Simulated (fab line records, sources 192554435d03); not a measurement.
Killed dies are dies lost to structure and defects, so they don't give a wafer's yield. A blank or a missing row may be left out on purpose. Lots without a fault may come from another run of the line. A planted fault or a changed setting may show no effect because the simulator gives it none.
fab line records | flow n5_finfet
record lots=24 wafers=72 last_day=17
route steps=1938 shown BEOL_M9@1416 BEOL_M10@1473
lots that met no fault: from a run of the same line without faults
start_h: hours from the record's first day to the start of the lot's first wafer shown | wait_h: hours since the lot's step before | " the same as in the row above | L1.1+2: a row that stands for several wafers | - no value, or no start given | * or withheld: withheld | < > ~ a bound
route shown NAME@n: a module of which the file shows steps, and the number in the route of the first | usual: mean/standard deviation of fault-free wafers | same: alike in all rows | chamber/n: place in a boat | sites: the reading at each site | _std_site: their standard deviation | _edge_site: outer sites' mean less inner sites' | radius_mm: how far each site lies from the wafer's centre | mask NAME#n: copy n | behind: the tool/chamber that last shaped the wafer | hold: why the lot was held/for how many hours/how that ended | device: the transistor (n, p or np) that didn't switch | end of line: the same wafers' tests at the end of the route | a step without rows: its recipe alone | killed: dies lost to structure and defects at the first sort, not the wafer's yield | map: a wafer's dies, x killed, . not, _ none there
set.NAME: the setting as run; set.NAME@STEP: as run at that earlier step | model.NAME: the simulator's own value behind a step, which no gauge read
steps of the route over a sample of lots; a table a step, a row a wafer
services: from which hour (start_h, from the record's first day; less than 0 if before it) a tool's chamber was out of use, for how many hours, and why
## steps
# step N5_BEOL_M9_INSPECT_13
# recipe mode=adi inspect_instrument=brightfield
# usual raw_defect_count=388/87
# columns lot.wafer tool chamber start_h wait_h raw_defect_count
L075.2 defect_inspect-01 - 213.94 0.0 263
L075.5 " - " " 257
L075.6 " - " " 296
L076.3 defect_inspect-01 - 218.09 0.0 391
L076.4 " - " " 330
L076.6 " - " " 351
L077.2 defect_inspect-01 - 221.14 0.0 359
L077.4 " - " " 564
L077.6 " - " " 332
L074.1 defect_inspect-02 - 234.37 0.0 568
L074.3 " - " " 325
L074.5 " - " " 435
L079.1 defect_inspect-02 - 236.27 0.0 404
L079.3 " - " " 482
L079.5 " - " " 490
L078.4 defect_inspect-02 - 239.73 0.0 366
L078.5 " - " " 466
L078.6 " - " " 373
L080.2 defect_inspect-01 - 242.40 0.0 366
L080.3 " - " " 388
L080.6 " - " " 225
L081.1 defect_inspect-02 - 244.89 0.0 483
L081.4 " - " " 546
L081.5 " - " " 477
L082.2 defect_inspect-01 - 257.11 0.0 312
L082.4 " - " " 431
L082.5 " - " " 234
L083.1 defect_inspect-01 - 261.81 0.0 448
L083.3 " - " " 419
L083.4 " - " " 469
L084.1 defect_inspect-02 - 273.38 0.0 449
L084.2 " - " " 525
L084.4 " - " " 385
L086.2 defect_inspect-02 - 281.15 0.0 345
L086.4 " - " " 282
L086.5 " - " " 451
L085.2 defect_inspect-02 - 281.56 0.0 497
L085.3 " - " " 500
L085.6 " - " " 305
L087.1 defect_inspect-01 - 289.56 0.0 235
L087.5 " - " " 357
L087.6 " - " " 245
L088.4 defect_inspect-01 - 298.88 0.0 372
L088.5 " - " " 402
L088.6 " - " " 371
L089.2 defect_inspect-01 - 301.61 0.0 331
L089.5 " - " " 431
L089.6 " - " " 343
L091.2 defect_inspect-02 - 303.71 0.0 341
L091.5 " - " " 375
L091.6 " - " " 321
L090.2 defect_inspect-02 - 318.69 0.0 438
L090.3 " - " " 565
L090.5 " - " " 333
L092.2 defect_inspect-01 - 321.75 0.0 321
L092.4 " - " " 277
L092.5 " - " " 349
L094.2 defect_inspect-01 - 322.11 0.0 349
L094.3 " - " " 490
L094.5 " - " " 357
L093.2 defect_inspect-01 - 325.37 0.0 281
L093.3 " - " " 455
L093.6 " - " " 535
L095.2 defect_inspect-01 - 332.48 0.0 283
L095.4 " - " " 358
L095.5 " - " " 235
L097.3 defect_inspect-02 - 342.30 0.0 412
L097.4 " - " " 396
L097.6 " - " " 474
L096.1 defect_inspect-02 - 342.38 0.0 326
L096.4 " - " " 276
L096.6 " - " " 340
# step N5_BEOL_M9_VIA_ETCH_34
# recipe chemistry=C4F6/O2 target=SiCOH_lowk target_depth_a=1824 mask_material=SOC taper_deg=4 time_s=68.4 ion_energy_ev=250 pressure_mtorr=30 source_w=345 bias_w=185 Ar_flow_sccm=300 C4F6_flow_sccm=10 O2_flow_sccm=10
# usual chamber_pressure_mTorr=29.999/0.028 drypump_motor_current_A=5.9/0.58 oes_product_au=0.77/0.07 rf_vpp_V=664/20 showerhead_plenum_p_Torr=2.83/0.095 throttle_valve_pct=20.81/0.26
# columns lot.wafer tool chamber start_h wait_h chamber_pressure_mTorr drypump_motor_current_A oes_product_au rf_hours_counter_h rf_vpp_V showerhead_plenum_p_Torr throttle_valve_pct
L075.2 rie_diel-02 3 217.65 0.0 29.962 6.0 0.70 190 679 2.82 21.24
L075.5 " 3 " " 30.032 6.0 0.70 - 678 2.82 21.24
L075.6 " 2 " " 30.010 6.2 0.88 - 651 3.01 20.72
L076.3 rie_diel-04 3 220.14 0.0 29.984 6.7 0.79 144 668 2.73 20.59
L076.4 " 0 " " 30.003 6.1 0.72 186 713 2.94 21.01
L076.6 " 1 " " 30.035 5.0 0.86 - 650 2.90 20.94
L077.2 rie_diel-02 3 223.10 0.0 30.035 6.0 0.69 191 678 2.82 21.25
L077.4 " 2 " " 30.001 6.2 0.87 32 650 3.01 20.71
L077.6 " 3 " " 29.959 6.0 0.69 - 680 2.82 21.23
L074.1 rie_diel-02 3 237.03 0.0 30.000 6.0 0.69 195 679 2.82 21.26
L074.3 " 0 " " 30.003 5.6 0.91 14 633 2.90 20.84
L074.5 " 2 " " 29.992 6.2 0.87 - 651 3.01 20.72
L079.1 rie_diel-02 2 238.44 0.0 29.987 6.2 0.87 36 650 3.01 20.71
L079.3 " 3 " " 30.024 6.0 0.69 196 680 2.82 21.24
L079.5 " 2 " " 29.999 6.2 0.87 - 651 3.01 20.72
L078.4 rie_diel-01 2 240.82 0.0 29.941 6.8 0.77 139 673 2.73 20.42
L078.5 " 0 " " 30.003 5.1 0.86 - 674 2.75 20.44
L078.6 " 1 " " 29.981 6.4 0.84 - 633 2.91 21.20
L080.2 rie_diel-01 3 243.78 0.0 29.956 6.2 0.71 199 655 2.80 20.55
L080.3 " 0 " " 30.007 5.1 0.85 56 673 2.75 20.47
L080.6 " 1 " " 30.020 6.4 0.84 - 634 2.91 21.20
L081.1 rie_diel-01 3 247.18 0.0 29.990 6.3 0.71 200 656 2.80 20.56
L081.4 " 3 " " 30.028 6.3 0.71 - 657 2.80 20.54
L081.5 " 0 " " 29.995 5.1 0.86 - 673 2.75 20.44
L082.2 rie_diel-02 3 258.40 0.0 29.979 6.0 0.68 202 681 2.81 21.26
L082.4 " 1 " " 30.025 5.4 0.74 185 662 2.83 20.87
L082.5 " 1 " " 29.980 5.4 0.73 - 664 2.83 20.85
L083.1 rie_diel-02 2 266.10 0.0 29.955 6.2 0.84 45 652 3.01 20.72
L083.3 " 1 " " 30.050 5.4 0.73 188 662 2.83 20.86
L083.4 " 2 " " 30.027 6.2 0.85 - 651 3.01 20.73
L084.1 rie_diel-04 3 277.49 0.0 29.957 6.6 0.78 162 666 2.72 20.64
L084.2 " 2 " " 30.027 5.7 0.71 197 673 2.71 20.71
L084.4 " 0 " " 29.969 6.1 0.70 203 713 2.94 21.04
L086.2 rie_diel-04 2 284.23 0.0 29.993 5.7 0.70 200 672 2.70 20.71
L086.4 " 3 " " 29.953 6.6 0.77 - 667 2.72 20.62
L086.5 " 2 " " 30.003 5.7 0.70 - 673 2.70 20.71
L085.2 rie_diel-04 3 286.29 0.0 30.027 6.7 0.77 167 669 2.72 20.62
L085.3 " 1 " " 29.979 5.0 0.83 66 651 2.89 20.96
L085.6 " 3 " " 29.974 6.7 0.77 - 667 2.72 20.63
L087.1 rie_diel-02 0 291.97 0.0 30.007 5.6 0.89 25 630 2.89 20.86
L087.5 " 3 " " 30.015 6.0 0.67 - 678 2.81 21.25
L087.6 " 2 " " 29.971 6.2 0.85 - 652 3.00 20.74
L088.4 rie_diel-01 1 300.75 0.0 30.025 6.3 0.82 82 634 2.90 21.23
L088.5 " 0 " " 29.980 5.1 0.84 - 672 2.74 20.48
L088.6 " 1 " " 30.041 6.4 0.82 - 633 2.90 21.24
L089.2 rie_diel-01 2 302.83 0.0 30.006 6.8 0.75 160 674 2.72 20.47
L089.5 " 1 " " 30.039 6.4 0.81 - 633 2.90 21.23
L089.6 " 0 " " 30.011 5.1 0.83 - 672 2.74 20.47
L091.2 rie_diel-04 3 309.09 0.0 29.974 6.7 0.77 175 668 2.71 20.64
L091.5 " 0 " " 30.037 6.1 0.70 - 711 2.93 21.04
L091.6 " 1 " " 29.976 5.0 0.82 - 651 2.89 20.98
L090.2 rie_diel-04 0 320.97 0.0 30.016 6.1 0.69 216 712 2.93 21.06
L090.3 " 3 " " 30.056 6.7 0.77 179 667 2.71 20.66
L090.5 " 0 " " 30.000 6.1 0.70 - 712 2.93 21.07
L092.2 rie_diel-04 2 323.45 0.0 29.990 5.7 0.69 210 672 2.70 20.73
L092.4 " 3 " " 29.967 6.6 0.78 180 667 2.71 20.64
L092.5 " 3 " " 29.987 6.7 0.77 - 667 2.71 20.65
L094.2 rie_diel-01 2 323.58 0.0 30.019 6.8 0.75 165 673 2.72 20.47
L094.3 " 1 " " 30.001 6.3 0.81 88 632 2.90 21.25
L094.5 " 3 " " 30.012 6.2 0.69 - 655 2.79 20.59
L093.2 rie_diel-04 0 327.72 0.0 30.045 6.1 0.69 218 711 2.93 21.06
L093.3 " 3 " " 30.002 6.6 0.77 182 668 2.71 20.66
L093.6 " 1 " " 29.991 5.1 0.82 - 650 2.89 20.97
L095.2 rie_diel-01 0 335.01 0.0 30.005 5.1 0.83 86 673 2.74 20.51
L095.4 " 3 " " 29.964 6.3 0.69 227 655 2.79 20.59
L095.5 " 0 " " 29.950 5.1 0.82 - 673 2.74 20.48
L097.3 rie_diel-04 3 346.91 0.0 29.986 6.6 0.76 189 667 2.71 20.66
L097.4 " 3 " " 29.995 6.6 0.76 - 668 2.71 20.67
L097.6 " 1 " " 29.979 5.1 0.81 - 651 2.88 20.99
L096.1 rie_diel-01 3 349.32 0.0 30.030 6.2 0.69 231 655 2.79 20.59
L096.4 " 0 " " 29.962 5.1 0.82 90 671 2.74 20.48
L096.6 " 1 " " 30.036 6.3 0.80 - 633 2.89 21.25
# step N5_BEOL_M9_PRE_CLEAN_45
# recipe gas=H2/He time_s=30 temp_c=250
# usual heater_power_w=326/32
# columns lot.wafer tool chamber start_h wait_h heater_power_w
L075.2 pvd_sputter-02 - 219.75 0.0 315
L075.5 " - " " 363
L075.6 " - " " 299
L076.3 pvd_sputter-03 - 221.33 0.0 267
L076.4 " - " " 342
L076.6 " - " " 334
L077.2 pvd_sputter-01 - 224.23 0.0 336
L077.4 " - " " 270
L077.6 " - " " 329
L074.1 pvd_sputter-02 - 237.87 0.0 366
L074.3 " - " " 310
L074.5 " - " " 362
L079.1 pvd_sputter-01 - 240.93 0.0 351
L079.3 " - " " 335
L079.5 " - " " 331
L078.4 pvd_sputter-01 - 241.67 0.0 341
L078.5 " - " " 337
L078.6 " - " " 274
L080.2 pvd_sputter-03 - 245.08 0.0 270
L080.3 " - " " 337
L080.6 " - " " 343
L081.1 pvd_sputter-03 - 248.14 0.0 339
L081.4 " - " " 357
L081.5 " - " " 338
L082.2 pvd_sputter-01 - 259.92 0.0 338
L082.4 " - " " 267
L082.5 " - " " 348
L083.1 pvd_sputter-03 - 267.46 0.0 343
L083.3 " - " " 268
L083.4 " - " " 360
L084.1 pvd_sputter-03 - 278.44 0.0 360
L084.2 " - " " 267
L084.4 " - " " 333
L086.2 pvd_sputter-01 - 285.80 0.0 333
L086.4 " - " " 353
L086.5 " - " " 334
L085.2 pvd_sputter-03 - 287.12 0.0 270
L085.3 " - " " 334
L085.6 " - " " 324
L087.1 pvd_sputter-03 - 293.62 0.0 339
L087.5 " - " " 338
L087.6 " - " " 346
L088.4 pvd_sputter-01 - 301.62 0.0 339
L088.5 " - " " 353
L088.6 " - " " 348
L089.2 pvd_sputter-03 - 303.69 0.0 266
L089.5 " - " " 365
L089.6 " - " " 340
L091.2 pvd_sputter-03 - 310.89 0.0 268
L091.5 " - " " 349
L091.6 " - " " 338
L090.2 pvd_sputter-03 - 321.83 0.0 357
L090.3 " - " " 343
L090.5 " - " " 340
L092.2 pvd_sputter-03 - 324.95 0.0 334
L092.4 " - " " 261
L092.5 " - " " 353
L094.2 pvd_sputter-02 - 324.95 0.0 364
L094.3 " - " " 300
L094.5 " - " " 301
L093.2 pvd_sputter-03 - 328.56 0.0 352
L093.3 " - " " 337
L093.6 " - " " 331
L095.2 pvd_sputter-02 - 336.14 0.0 300
L095.4 " - " " 304
L095.5 " - " " 361
L097.3 pvd_sputter-01 - 347.83 0.0 351
L097.4 " - " " 278
L097.6 " - " " 334
L096.1 pvd_sputter-02 - 350.80 0.0 368
L096.4 " - " " 295
L096.6 " - " " 343
# step N5_BEOL_M9_SURFACE_TREAT_79
# recipe gas=Ar time_s=* ion_energy_ev=* ion_current_ma_cm2=0.5 pressure_mtorr=* ar_flow_sccm=30
# usual throttle_valve_pct=*
# columns lot.wafer tool chamber start_h wait_h throttle_valve_pct
L075.2 pvd_sputter-01 - 220.30 0.2 *
L075.5 " - " " *
L075.6 " - " " *
L076.3 pvd_sputter-01 - 222.62 0.9 *
L076.4 " - " " *
L076.6 " - " " *
L077.2 pvd_sputter-01 - 224.58 0.2 *
L077.4 " - " " *
L077.6 " - " " *
L074.1 pvd_sputter-02 - 238.26 0.2 *
L074.3 " - " " *
L074.5 " - " " *
L079.1 pvd_sputter-01 - 241.31 0.2 *
L079.3 " - " " *
L079.5 " - " " *
L078.4 pvd_sputter-03 - 242.08 0.2 *
L078.5 " - " " *
L078.6 " - " " *
L080.2 pvd_sputter-03 - 245.44 0.2 *
L080.3 " - " " *
L080.6 " - " " *
L081.1 pvd_sputter-01 - 248.65 0.3 *
L081.4 " - " " *
L081.5 " - " " *
L082.2 pvd_sputter-01 - 260.34 0.2 *
L082.4 " - " " *
L082.5 " - " " *
L083.1 pvd_sputter-01 - 267.92 0.2 *
L083.3 " - " " *
L083.4 " - " " *
L084.1 pvd_sputter-03 - 278.88 0.2 *
L084.2 " - " " *
L084.4 " - " " *
L086.2 pvd_sputter-01 - 286.18 0.2 *
L086.4 " - " " *
L086.5 " - " " *
L085.2 pvd_sputter-03 - 287.58 0.2 *
L085.3 " - " " *
L085.6 " - " " *
L087.1 pvd_sputter-03 - 294.00 0.2 *
L087.5 " - " " *
L087.6 " - " " *
L088.4 pvd_sputter-01 - 302.08 0.3 *
L088.5 " - " " *
L088.6 " - " " *
L089.2 pvd_sputter-03 - 304.03 0.2 *
L089.5 " - " " *
L089.6 " - " " *
L091.2 pvd_sputter-01 - 311.93 0.8 *
L091.5 " - " " *
L091.6 " - " " *
L090.2 pvd_sputter-02 - 322.21 0.2 *
L090.3 " - " " *
L090.5 " - " " *
L092.2 pvd_sputter-01 - 325.34 0.2 *
L092.4 " - " " *
L092.5 " - " " *
L094.2 pvd_sputter-02 - 325.35 0.2 *
L094.3 " - " " *
L094.5 " - " " *
L093.2 pvd_sputter-03 - 328.92 0.2 *
L093.3 " - " " *
L093.6 " - " " *
L095.2 pvd_sputter-01 - 336.52 0.2 *
L095.4 " - " " *
L095.5 " - " " *
L097.3 pvd_sputter-01 - 348.38 0.4 *
L097.4 " - " " *
L097.6 " - " " *
L096.1 pvd_sputter-03 - 351.84 0.6 *
L096.4 " - " " *
L096.6 " - " " *
# step N5_BEOL_M9_SPUTTER_48
# recipe material=Cu target_thk_a=120 temp_c=-20 bias_v=60 power_w=26000 chamber_pressure_pa=0.13 time_s=2
# usual throttle_valve_pct=29.5/0.93
# columns lot.wafer tool chamber start_h wait_h throttle_valve_pct
L075.2 pvd_sputter-01 - 220.56 0.1 29.5
L075.5 " - " " 29.7
L075.6 " - " " 27.5
L076.3 pvd_sputter-01 - 223.12 0.2 27.5
L076.4 " - " " 29.4
L076.6 " - " " 29.6
L077.2 pvd_sputter-01 - 224.84 0.2 29.7
L077.4 " - " " 27.6
L077.6 " - " " 29.8
L074.1 pvd_sputter-01 - 238.51 0.1 29.6
L074.3 " - " " 29.8
L074.5 " - " " 29.8
L079.1 pvd_sputter-03 - 241.50 0.1 29.6
L079.3 " - " " 30.4
L079.5 " - " " 30.3
L078.4 pvd_sputter-01 - 242.47 0.2 27.4
L078.5 " - " " 29.3
L078.6 " - " " 29.7
L080.2 pvd_sputter-01 - 245.75 0.1 29.7
L080.3 " - " " 29.3
L080.6 " - " " 29.9
L081.1 pvd_sputter-01 - 249.01 0.2 27.5
L081.4 " - " " 29.3
L081.5 " - " " 29.2
L082.2 pvd_sputter-01 - 260.60 0.2 29.3
L082.4 " - " " 27.6
L082.5 " - " " 29.1
L083.1 pvd_sputter-01 - 268.12 0.1 29.5
L083.3 " - " " 29.2
L083.4 " - " " 29.7
L084.1 pvd_sputter-03 - 279.10 0.1 29.9
L084.2 " - " " 30.3
L084.4 " - " " 30.5
L086.2 pvd_sputter-02 - 286.37 0.1 28.9
L086.4 " - " " 29.8
L086.5 " - " " 30.4
L085.2 pvd_sputter-03 - 287.80 0.1 29.9
L085.3 " - " " 30.1
L085.6 " - " " 29.7
L087.1 pvd_sputter-03 - 294.48 0.2 30.3
L087.5 " - " " 30.1
L087.6 " - " " 29.7
L088.4 pvd_sputter-01 - 302.48 0.1 29.9
L088.5 " - " " 27.6
L088.6 " - " " 29.6
L089.2 pvd_sputter-03 - 304.21 0.1 29.1
L089.5 " - " " 29.8
L089.6 " - " " 29.9
L091.2 pvd_sputter-01 - 312.31 0.2 29.9
L091.5 " - " " 27.3
L091.6 " - " " 29.8
L090.2 pvd_sputter-02 - 322.41 0.1 29.4
L090.3 " - " " 30.8
L090.5 " - " " 30.6
L094.2 pvd_sputter-02 - 325.57 0.1 30.7
L094.3 " - " " 29.6
L094.5 " - " " 29.3
L092.2 pvd_sputter-02 - 325.65 0.2 30.8
L092.4 " - " " 30.5
L092.5 " - " " 29.6
L093.2 pvd_sputter-03 - 329.20 0.2 30.3
L093.3 " - " " 29.7
L093.6 " - " " 28.9
L095.2 pvd_sputter-01 - 336.98 0.3 29.5
L095.4 " - " " 27.4
L095.5 " - " " 29.6
L097.3 pvd_sputter-01 - 348.64 0.1 29.7
L097.4 " - " " 27.4
L097.6 " - " " 29.7
L096.1 pvd_sputter-03 - 352.06 0.1 29.6
L096.4 " - " " 30.5
L096.6 " - " " 30.1
# step N5_BEOL_M10_PECVD_70
# recipe material=SiO2 target_thk_a=200 temp_c=400 precursor=TEOS/O2 pressure_torr=5.5 rf_w=450 teos_flow_sccm=53.8 gas=O2 flow_sccm=3000 time_s=22.7
# usual heater_power_w=701/99 showerhead_plenum_p_Torr=8.79/0.071 throttle_valve_pct=22.3/1
# columns lot.wafer tool chamber start_h wait_h heater_power_w showerhead_plenum_p_Torr throttle_valve_pct
L075.2 pecvd-01 2 223.22 0.0 647 8.88 21.4
L075.5 " 1 " " 698 8.75 21.8
L075.6 " 0 " " 656 8.82 22.1
L076.3 pecvd-02 0 225.30 0.0 778 8.90 21.1
L076.4 " 1 " " 752 8.79 23.5
L076.6 " 0 " " 757 8.88 21.1
L077.2 pecvd-04 0 227.06 0.0 954 8.73 22.1
L077.4 " 1 " " 601 8.64 23.2
L077.6 " 0 " " 925 8.73 22.3
L074.1 pecvd-04 0 240.52 0.0 994 8.75 21.8
L074.3 " 1 " " 600 8.66 23.1
L074.5 " 1 " " 602 8.63 23.3
L079.1 pecvd-01 1 243.16 0.0 628 8.77 21.7
L079.3 " 0 " " 705 8.83 22.5
L079.5 " 0 " " 713 8.78 22.2
L078.4 pecvd-01 2 244.13 0.1 688 8.85 21.3
L078.5 " 0 " " 697 8.76 22.3
L078.6 " 1 " " 737 8.78 21.8
L080.2 pecvd-01 1 247.61 0.0 642 8.75 21.9
L080.3 " 2 " " 687 8.87 21.4
L080.6 " 1 " " 629 8.77 21.6
L081.1 pecvd-02 1 250.81 0.0 725 8.76 23.5
L081.4 " 0 " " 717 8.89 20.9
L081.5 " 1 " " 726 8.77 23.8
L082.2 pecvd-01 2 262.24 0.0 699 8.85 21.6
L082.4 " 0 " " 703 8.82 22.1
L082.5 " 2 " " 716 8.85 21.4
L083.1 pecvd-01 2 270.20 0.0 644 8.85 21.4
L083.3 " 1 " " 670 8.78 21.7
L083.4 " 2 " " 650 8.83 21.3
L084.1 pecvd-04 1 281.33 0.0 595 8.62 23.3
L084.2 " 2 " " 720 8.73 24.5
L084.4 " 0 " " 969 8.76 22.3
L086.2 pecvd-01 2 288.02 0.0 655 8.85 21.6
L086.4 " 1 " " 655 8.75 21.9
L086.5 " 2 " " 654 8.86 21.4
L085.2 pecvd-02 1 289.44 0.0 710 8.78 23.5
L085.3 " 2 " " 585 8.90 21.8
L085.6 " 1 " " 707 8.77 23.8
L087.1 pecvd-02 1 296.32 0.0 634 8.76 23.5
L087.5 " 0 " " 696 8.88 21.2
L087.6 " 2 " " 682 8.89 22.1
L088.4 pecvd-04 0 304.17 0.1 979 8.73 22.0
L088.5 " 1 " " 595 8.64 23.3
L088.6 " 2 " " 700 8.75 24.9
L089.2 pecvd-01 1 306.09 0.0 665 8.75 21.5
L089.5 " 1 " " 672 8.77 21.7
L089.6 " 2 " " 703 8.86 21.5
L091.2 pecvd-04 2 313.96 0.0 810 8.76 25.0
L091.5 " 0 " " 909 8.72 22.3
L091.6 " 2 " " 781 8.75 25.1
L090.2 pecvd-01 1 324.24 0.0 624 8.77 21.8
L090.3 " 0 " " 766 8.81 22.1
L090.5 " 1 " " 618 8.77 21.6
L094.2 pecvd-02 0 327.23 0.0 718 8.89 21.4
L094.3 " 2 " " 624 8.89 22.2
L094.5 " 1 " " 642 8.80 23.8
L092.2 pecvd-01 2 327.33 0.0 640 8.87 21.6
L092.4 " 2 " " 632 8.86 21.8
L092.5 " 1 " " 623 8.77 21.7
L093.2 pecvd-01 0 330.85 0.0 703 8.79 22.0
L093.3 " 2 " " 618 8.83 21.9
L093.6 " 0 " " 714 8.79 21.9
L095.2 pecvd-04 1 338.69 0.0 609 8.62 23.5
L095.4 " 1 " " 618 8.64 23.3
L095.5 " 0 " " 1046 8.75 22.0
L097.3 pecvd-01 1 350.69 0.0 669 8.76 21.7
L097.4 " 0 " " 734 8.81 22.2
L097.6 " 2 " " 685 8.86 21.9
L096.1 pecvd-02 2 353.71 0.0 574 8.88 22.0
L096.4 " 1 " " 714 8.78 23.9
L096.6 " 2 " " 575 8.89 22.2
## services
# columns tool chamber start_h hours kind
rie_diel-01 2 220.07 16.1 repair
pecvd-01 - 227.49 1.4 repair
pecvd-04 0 247.73 2.1 scheduled_down
pecvd-02 2 262.76 15.1 repair
rie_diel-02 0 264.59 16.2 repair
pecvd-02 - 268.90 14.6 pm
rie_diel-02 - 271.50 14.6 pm
pecvd-04 1 292.16 6.6 repair
pvd_sputter-02 - 303.66 4.3 repair
rie_diel-04 1 310.45 4.1 repair
pecvd-04 - 320.93 1.3 repair
pvd_sputter-03 - 332.51 3.0 repair
pecvd-02 1 333.32 4.9 repair
pvd_sputter-02 - 342.91 6.3 repair
pecvd-04 1 345.74 5.5 scheduled_down
## key
fault none
